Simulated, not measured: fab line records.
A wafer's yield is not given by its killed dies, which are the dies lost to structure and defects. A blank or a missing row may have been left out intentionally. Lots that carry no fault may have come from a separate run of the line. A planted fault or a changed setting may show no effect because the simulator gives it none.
Chamber matching ; flow n5Finfet ; N5_BEOL_M11_CURE_72 on uvCure-03 has 3 sister chambers
The step cures SiCOH lowk, time 120 s. 6 wafers are shown with their chamber, then 12 later ones without.

## WAFERS, EACH WITH ITS CHAMBER
wafer;chamber;wafer_temp_C_max;lampPowerPct (%)
L079.5;0;371.9;52.25
L079.6;0;372.0;52.29
L088.2;2;371.3;52.37
L088.4;2;371.7;52.33
L091.2;1;370.9;52.41
L091.3;1;371.3;52.24

## WAFERS WHOSE CHAMBER IS MISSING
wafer;wafer_temp_C_max;lampPowerPct (%)
L092.4;372.0;52.30
L092.5;372.6;52.36
L092.6;373.8;52.29
L094.2;373.4;52.36
L094.5;372.1;52.35
L094.6;371.9;52.34
L093.1;371.3;52.25
L093.2;372.5;52.27
L093.4;371.9;52.45
L097.1;371.1;52.25
L097.2;371.6;52.31
L097.5;371.0;52.29

## WHICH CHAMBER EACH WENT THROUGH
wafer;from the rows above;in truth
L092.4;can't be placed: 0 or 2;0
L092.5;can't be placed: 0 or 2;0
L092.6;can't be placed: 0 or 2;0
L094.2;can't be placed: 0 or 2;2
L094.5;can't be placed: 0 or 2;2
L094.6;can't be placed: 0 or 2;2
L093.1;can't be placed: 1 or 2 or 0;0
L093.2;0;0
L093.4;can't be placed: 2 or 0 or 1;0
L097.1;can't be placed: 1 or 2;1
L097.2;can't be placed: 2 or 0 or 1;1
L097.5;can't be placed: 1 or 2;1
Correctly placed: 1 of 12. From these rows, 11 cannot be placed; in 11 the true chamber is one of the candidates. Number placed wrongly: 0.
How it was worked out, from the rows above alone: a wafer's distance from a chamber is the root of the sum, over the readings, of the square of ((its reading less the chamber's mean) divided by the reading's scatter). The wafer belongs to the nearest chamber; if the next one is less than 2 further off, it can't be placed. For every chamber, the mean is computed from those of its wafers that are shown. The scatter: take each reading less its chamber's mean, square it, sum over the shown wafers, divide by the number of wafers less the number of chambers, and take the root.
